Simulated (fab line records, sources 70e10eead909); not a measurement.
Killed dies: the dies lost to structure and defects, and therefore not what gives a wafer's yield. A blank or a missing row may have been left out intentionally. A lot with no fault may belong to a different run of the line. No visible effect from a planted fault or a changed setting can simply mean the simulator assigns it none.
fab line records	flow nand-harc
record lots=13	wafers=39	last-day=33
route steps=1302 shown P_ZERO_WELL@19 P_STI@88
lots that met no fault: from a run of the same line without faults
start-h: hours from the record's opening day to when the first of the lot's shown wafers began	wait-h: time in hours since the lot's previous step	" identical to the entry in the row above	L1.1+2: one row covering several wafers at once	- no value, or no start given	* or withheld: withheld	< > ~ a bound
route shown NAME@n: a module of which the file shows steps, and the number in the route of the first	usual: average and standard deviation across the fault-free wafers	same: alike in all rows	chamber/n: place in a boat	sites: readings site by site	_std_site: the values' standard deviation	_edge_site: the outer-site mean with the inner-site mean subtracted	radius-mm: for every site, how far away it sits from the centre of the wafer	mask NAME#n: copy n	behind: the most recent tool/chamber to have shaped the wafer	hold: the reason the lot was held/the length of the hold in hours/how it ended	device: the transistor (n, p or np) that didn't switch	end of line: at the end of the route, the tests of the same wafers	a step with no rows: only its recipe	killed: at the first sort, the dies lost to defects and structure; wafer yield is something else	map: shows each die of a wafer: x if killed, . if not, _ if none is there
set.NAME: the setting as run; set.NAME@STEP: as run at that earlier step	model.NAME: the simulator's own value behind a step, which no gauge read
steps of the route over a sample of lots; a table a step, a row a wafer
services: when a tool's chamber went out of use (start-h, in hours from the record's first day, below 0 if earlier), for how many hours, and the reason
## steps
# step NHARC_P_ZERO_WELL_ETCH_63
# recipe target-depth-a=1200	time-s=40.1	hbr-flow-sccm=150	cl2-flow-sccm=50	rf-w=400	icp-w=400	bias-w=100	chemistry=HBr/Cl2
# usual drypump-motor-current-A=5.8/0.34	hbr-flow-sccm=150.1/0.48	oes-product-au=1.004/0.0091	throttle-valve-pct=26.406/0.0082
lot.wafer	tool	chamber	start-h	wait-h	drypump-motor-current-A	hbr-flow-sccm	oes-product-au	rf-hours-counter-h	throttle-valve-pct
L860.1	rie-si-04	0	21.73	-	6.1	150.8	1.025	0.0	26.399
L860.5	"	3	"	"	6.0	149.0	1.007	-	26.413
L860.6	"	0	"	"	6.1	150.2	1.013	-	26.411
L861.3	rie-si-04	3	31.56	-	6.0	149.6	0.996	0.3	26.407
L861.2	"	0	"	"	6.1	149.6	1.028	0.1	26.412
L861.5	"	3	"	"	6.0	149.8	1.009	-	26.407
L863.3	rie-si-01	0	51.72	-	5.3	149.2	1.003	0.2	26.393
L863.4	"	1	"	"	6.2	150.1	1.011	0.2	26.402
L863.1	"	2	"	"	6.1	151.0	1.007	0.2	26.409
L864.1	rie-si-04	1	61.58	-	5.9	149.9	1.018	0.4	26.399
L864.2	"	3	"	"	6.0	150.2	1.013	0.5	26.411
L864.5	"	1	"	"	5.9	150.0	1.008	-	26.407
L867.2	rie-si-03	1	91.67	-	5.9	149.8	0.998	0.2	26.407
L867.4	"	3	"	"	5.8	151.5	1.004	0.2	26.411
L867.6	"	1	"	"	5.9	150.1	1.005	-	26.420
L868.2	rie-si-04	0	101.71	-	6.1	150.9	1.011	0.5	26.414
L868.1	"	1	"	"	5.9	149.6	1.017	0.7	26.411
L868.5	"	3	"	"	5.9	149.6	1.025	-	26.402
L869.4	rie-si-01	2	112.20	-	6.2	149.4	1.010	0.4	26.396
L869.2	"	0	"	"	5.3	149.8	0.993	0.7	26.397
L869.6	"	2	"	"	6.1	149.9	1.006	-	26.408
L870.3	rie-si-04	0	121.98	-	6.1	150.7	1.012	0.7	26.410
L870.4	"	2	"	"	5.9	149.6	1.001	0.8	26.406
L870.5	"	1	"	"	5.9	149.6	1.015	-	26.383
L871.2	rie-si-03	0	131.69	-	6.0	149.9	1.011	0.5	26.410
L871.4	"	1	"	"	5.9	150.6	0.997	0.5	26.410
L871.6	"	0	"	"	6.0	150.0	1.013	-	26.401
L875.3	rie-si-03	0	172.39	-	5.9	150.2	1.007	0.7	26.420
L875.4	"	1	"	"	5.9	150.2	0.999	0.8	26.397
L875.5	"	1	"	"	5.9	151.0	1.000	-	26.425
L880.1	rie-si-01	0	221.65	-	5.3	150.9	1.004	0.1	26.405
L880.2	"	2	"	"	6.1	149.4	0.998	0.1	26.413
L880.6	"	0	"	"	5.3	150.7	1.006	-	26.405
L882.4	rie-si-01	2	241.69	-	6.1	150.4	1.014	0.3	26.398
L882.3	"	1	"	"	6.2	150.6	1.017	0.3	26.396
L882.5	"	2	"	"	6.1	150.3	0.997	-	26.401
L883.3	rie-si-03	1	251.53	-	5.9	150.3	0.990	0.2	26.384
L883.4	"	3	"	"	5.8	149.7	0.991	0.1	26.398
L883.5	"	1	"	"	5.9	150.7	0.994	-	26.404
# step NHARC_P_ZERO_WELL_EXPOSE_21
# recipe na=0.6	target-cd-nm=720	dose-mj=22.31	mask-id=P_NWELL
lot.wafer	tool	chamber	start-h	wait-h	mask
L860.1+5+6	krf-scanner-01	0	22.48	-	P_NWELL#0
L861.2+3+5	krf-scanner-04	0	32.36	-	P_NWELL#0
L863.1+3+4	krf-scanner-02	0	52.47	-	P_NWELL#0
L864.1+2+5	krf-scanner-04	0	62.34	-	P_NWELL#0
L867.2+4+6	krf-scanner-04	0	92.43	-	P_NWELL#0
L868.1+2+5	krf-scanner-01	0	102.46	-	P_NWELL#0
L869.2+4+6	krf-scanner-04	0	112.96	-	P_NWELL#0
L870.3+4+5	krf-scanner-01	0	122.76	-	P_NWELL#0
L871.2+4+6	krf-scanner-02	0	132.46	-	P_NWELL#0
L875.3+4+5	krf-scanner-01	0	173.18	-	P_PWELL#0
L880.1+2+6	krf-scanner-02	0	222.41	-	P_NWELL#0
L882.3+4+5	krf-scanner-04	0	242.41	-	P_NWELL#0
L883.3+4+5	krf-scanner-04	0	252.19	-	P_NWELL#0
# step NHARC_P_ZERO_WELL_CD_MEAS_24
# recipe target-cd-nm=720	landing-energy-ev=500
# usual cd-nm=720.6/1.8
lot.wafer	tool	chamber	start-h	wait-h	cd-nm
L860.1	cd-sem-02	0	22.64	-	717.8
L860.5	"	0	"	"	720.1
L860.6	"	0	"	"	718.0
L861.2	cd-sem-03	0	32.52	-	722.0
L861.3	"	0	"	"	721.7
L861.5	"	0	"	"	721.8
L863.1	cd-sem-03	0	52.63	-	718.0
L863.3	"	0	"	"	718.1
L863.4	"	0	"	"	718.2
L864.1	cd-sem-03	0	62.49	-	719.8
L864.2	"	0	"	"	720.1
L864.5	"	0	"	"	721.2
L867.2	cd-sem-03	0	92.58	-	721.3
L867.4	"	0	"	"	716.8
L867.6	"	0	"	"	721.6
L868.1	cd-sem-03	0	102.62	-	720.6
L868.2	"	0	"	"	721.4
L868.5	"	0	"	"	720.8
L869.2	cd-sem-02	0	113.11	-	719.5
L869.4	"	0	"	"	720.8
L869.6	"	0	"	"	719.7
L870.3	cd-sem-03	0	122.91	-	722.9
L870.4	"	0	"	"	721.5
L870.5	"	0	"	"	724.8
L871.2	cd-sem-02	0	132.62	-	723.1
L871.4	"	0	"	"	723.5
L871.6	"	0	"	"	721.8
L875.3	cd-sem-01	0	173.33	-	-
L875.4	"	0	"	"	-
L875.5	"	0	"	"	-
L880.1	cd-sem-01	0	222.57	-	718.8
L880.2	"	0	"	"	717.3
L880.6	"	0	"	"	720.6
L882.3	cd-sem-01	0	242.56	-	721.5
L882.4	"	0	"	"	718.2
L882.5	"	0	"	"	718.5
L883.3	cd-sem-02	0	252.34	-	719.3
L883.4	"	0	"	"	723.4
L883.5	"	0	"	"	719.4
# step NHARC_P_ZERO_WELL_DESCUM_54
# recipe time-s=3	o2-flow-sccm=200	ar-flow-sccm=0	bias-power-w=0	chemistry=O2
# usual drypump-motor-current-A=5.9/0.4	oes-product-au=1.000/0.01	rf-vpp-V=57.7/0.9	showerhead-plenum-p-Torr=1.91/0.078	throttle-valve-pct=11.311/0.0084
lot.wafer	tool	chamber	start-h	wait-h	drypump-motor-current-A	oes-product-au	rf-hours-counter-h	rf-vpp-V	showerhead-plenum-p-Torr	throttle-valve-pct
L860.1	rie-diel-13	3	26.54	-	6.3	0.990	8	59.1	1.99	11.305
L860.6	"	1	"	"	5.3	0.984	-	58.0	2.07	11.316
L860.5	"	2	"	"	5.7	0.983	-	58.1	1.92	11.316
L861.2	rie-diel-07	0	35.82	-	5.8	0.986	23	58.4	1.89	11.324
L861.3	"	3	"	"	5.6	1.006	26	57.6	1.80	11.305
L861.5	"	1	"	"	6.6	0.993	-	58.6	2.03	11.291
L863.3	rie-diel-03	1	55.95	-	5.1	1.011	35	57.7	1.93	11.337
L863.4	"	2	"	"	6.2	0.994	33	57.5	1.92	11.302
L863.1	"	3	"	"	6.0	0.998	35	56.5	1.96	11.318
L864.2	rie-diel-07	2	65.82	-	5.9	1.002	37	58.1	1.89	11.313
L864.1	"	3	"	"	5.7	1.005	36	59.7	1.80	11.315
L864.5	"	3	"	"	5.7	1.020	-	57.5	1.80	11.300
L867.2	rie-diel-03	3	99.98	-	6.0	0.997	51	57.8	1.95	11.300
L867.4	"	2	"	"	6.2	0.994	46	57.2	1.92	11.307
L867.6	"	3	"	"	5.9	1.016	-	57.7	1.95	11.304
L868.2	rie-diel-07	1	106.38	-	6.6	1.000	55	58.1	2.02	11.311
L868.1	"	2	"	"	5.9	1.006	50	57.6	1.89	11.315
L868.5	"	0	"	"	5.7	0.994	-	58.3	1.88	11.303
L869.4	rie-diel-13	0	116.58	-	5.4	0.979	41	57.9	1.98	11.313
L869.2	"	2	"	"	5.7	0.996	40	58.5	1.91	11.299
L869.6	"	0	"	"	5.4	0.989	-	57.4	1.98	11.326
L870.4	rie-diel-03	0	126.25	-	6.4	1.007	3	57.7	1.82	11.315
L870.3	"	1	"	"	5.1	1.021	3	58.9	1.93	11.303
L870.5	"	0	"	"	6.4	1.003	-	57.3	1.82	11.314
L871.2	rie-diel-07	1	135.92	-	6.6	1.012	4	59.1	2.02	11.305
L871.4	"	3	"	"	5.6	1.001	2	57.0	1.80	11.308
L871.6	"	2	"	"	5.9	1.007	-	57.9	1.89	11.316
L875.3	rie-diel-07	0	176.93	-	5.8	1.006	-	56.5	1.88	11.313
L875.4	"	3	"	"	5.7	1.009	-	56.3	1.79	11.316
L875.5	"	3	"	"	5.7	0.998	-	56.4	1.79	11.311
L880.1	rie-diel-07	2	225.88	-	5.9	1.009	35	57.4	1.88	11.312
L880.2	"	3	"	"	5.7	0.993	34	57.5	1.79	11.316
L880.6	"	3	"	"	5.7	0.986	-	57.5	1.79	11.305
L882.3	rie-diel-13	2	252.95	-	5.8	0.989	21	57.8	1.90	11.317
L882.4	"	2	"	"	5.8	1.000	-	58.7	1.90	11.304
L882.5	"	3	"	"	6.3	1.009	-	57.2	1.96	11.287
L883.3	rie-diel-07	3	255.65	-	5.7	0.981	42	57.7	1.78	11.310
L883.4	"	0	"	"	5.8	0.990	45	57.1	1.87	11.309
L883.5	"	3	"	"	5.7	0.982	-	57.5	1.78	11.321
# step NHARC_P_STI_ETCH_42
# recipe target-depth-a=800	overetch-a=240	time-s=61	ion-energy-ev=200	n2-flow-sccm=150	h2-flow-sccm=150	ar-flow-sccm=0	rf-w=400	bias-w=150	chemistry=N2/H2
# usual drypump-motor-current-A=5.3/0.36	oes-product-au=1.000/0.012	rf-vpp-V=430.5/2.1	showerhead-plenum-p-Torr=2.04/0.072	throttle-valve-pct=14.170/0.009
lot.wafer	tool	chamber	start-h	wait-h	drypump-motor-current-A	oes-product-au	rf-hours-counter-h	rf-vpp-V	showerhead-plenum-p-Torr	throttle-valve-pct
L860.1	rie-diel-10	3	45.70	0.1	4.9	0.992	6	427.6	1.92	14.163
L860.6	"	2	"	"	5.4	0.994	-	432.5	2.06	14.166
L860.5	"	3	"	"	4.9	0.996	-	429.1	1.91	14.178
L861.2	rie-diel-08	0	56.56	0.1	5.2	1.003	2	430.1	1.96	14.174
L861.3	"	3	"	"	5.5	1.000	2	430.4	2.09	14.163
L861.5	"	3	"	"	5.4	0.999	-	430.8	2.09	14.171
L863.4	rie-diel-08	3	73.20	0.1	5.5	0.997	4	432.7	2.09	14.165
L863.1	"	0	"	"	5.2	1.013	4	429.0	1.96	14.164
L863.3	"	1	"	"	4.9	1.022	4	426.3	1.94	14.173
L864.2	rie-diel-10	3	87.11	0.1	4.9	0.996	0	427.8	1.92	14.173
L864.1	"	0	"	"	5.2	0.987	0	430.5	2.07	14.177
L864.5	"	1	"	"	5.5	1.013	-	429.5	2.04	14.165
L867.4	rie-diel-10	2	117.26	0.1	5.4	0.996	2	430.4	2.06	14.159
L867.2	"	0	"	"	5.2	1.002	2	430.2	2.07	14.176
L867.6	"	3	"	"	4.9	0.991	-	428.2	1.91	14.167
L868.2	rie-diel-10	3	124.05	0.1	4.9	1.010	2	427.7	1.91	14.150
L868.1	"	1	"	"	5.5	1.037	2	431.3	2.04	14.183
L868.5	"	0	"	"	5.2	0.985	-	431.1	2.07	14.181
L869.4	rie-diel-08	0	135.73	0.1	5.2	1.013	6	427.6	1.96	14.167
L869.2	"	1	"	"	4.9	1.023	6	428.5	1.94	14.182
L869.6	"	0	"	"	5.2	1.000	-	429.5	1.96	14.156
L870.4	rie-diel-09	2	142.77	0.1	5.7	1.001	15	433.5	2.16	14.171
L870.3	"	3	"	"	4.8	1.004	16	430.7	2.03	14.191
L870.5	"	0	"	"	5.6	0.997	-	433.1	2.12	14.166
L871.4	rie-diel-09	3	153.90	0.1	4.8	0.974	0	430.5	2.03	14.186
L871.2	"	2	"	"	5.7	0.984	0	434.2	2.16	14.165
L871.6	"	3	"	"	4.9	0.974	-	431.0	2.03	14.172
L880.1	rie-diel-08	3	248.81	0.6	5.4	0.993	4	431.8	2.09	14.173
L880.2	"	2	"	"	4.8	0.993	3	430.7	2.04	14.175
L880.6	"	0	"	"	5.3	0.988	-	427.7	1.96	14.181
L882.3	rie-diel-09	2	269.53	0.1	5.8	0.992	13	434.3	2.15	14.157
L882.4	"	2	"	"	5.7	1.001	-	432.6	2.15	14.165
L882.5	"	3	"	"	4.9	0.978	-	430.8	2.03	14.173
L883.4	rie-diel-08	3	269.57	0.1	5.5	0.991	-	432.1	2.09	14.164
L883.3	"	0	"	"	5.3	0.995	-	427.9	1.96	14.169
L883.5	"	0	"	"	5.2	0.990	-	428.3	1.96	14.175
## services
tool	chamber	start-h	hours	kind
krf-scanner-04	-	10.00	4.0	pm
rie-diel-08	-	13.80	9.0	pm
rie-diel-07	0	28.84	4.6	repair
rie-si-04	2	31.12	2.6	repair
rie-diel-08	2	38.61	4.0	repair
rie-diel-08	2	51.39	7.7	repair
rie-si-04	1	78.61	9.4	repair
rie-si-04	2	82.17	10.2	repair
rie-diel-07	0	96.11	9.6	repair
rie-si-04	1	103.53	0.9	repair
rie-diel-07	-	117.35	9.0	pm
krf-scanner-04	-	153.85	0.5	repair
rie-diel-08	2	163.35	6.1	repair
rie-si-04	-	165.00	9.0	pm
krf-scanner-04	-	167.36	0.3	repair
rie-diel-07	1	171.26	18.0	repair
rie-diel-07	2	174.65	3.1	repair
krf-scanner-04	-	182.00	4.0	pm
rie-diel-08	-	190.81	9.0	pm
rie-diel-07	-	209.11	3.7	repair
rie-si-04	2	221.55	9.2	repair
rie-diel-08	0	236.47	3.2	repair
rie-diel-07	-	256.10	1.2	repair
rie-diel-07	1	264.02	4.4	repair
## key
first-sign step=NHARC_P_ZERO_WELL_EXPOSE_21	reading=mask	direction=changed
effect step=NHARC_P_ZERO_WELL_CD_MEAS_24	reading=cd-nm	direction=missing
met-at NHARC_P_ZERO_WELL_EXPOSE_21
struck-lots L875
later-rows-left-out L875.3,L875.4,L875.5
sort-left-out L875.3,L875.4,L875.5
tester-left-out L875
not-acting-at NHARC_P_ZERO_WELL_ETCH_63,NHARC_P_ZERO_WELL_DESCUM_54,NHARC_P_STI_ETCH_42
onset-between 122.76 173.18
fault kind=wrong-mask	tool=any	chamber=-	onset-h=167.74	steps=NHARC_P_ZERO_WELL_EXPOSE_21	aux-copy=P_PWELL#0	scope=struck-lots-only
# tester-left-out: of these lots the tester's yield and bins aren't shown, on N5 and GAA mostly nor the transistor test; their killed dies are dies lost to structure and defects alone, not to doping, threshold or leakage, so they don't give the yield
# sort-left-out: the simulated sort isn't trusted on such a fault, so these wafers' sort isn't shown, and their yield isn't known
# later-rows-left-out: the simulator's readings of these wafers behind a module that went badly wrong aren't trusted and aren't shown, but for the sort
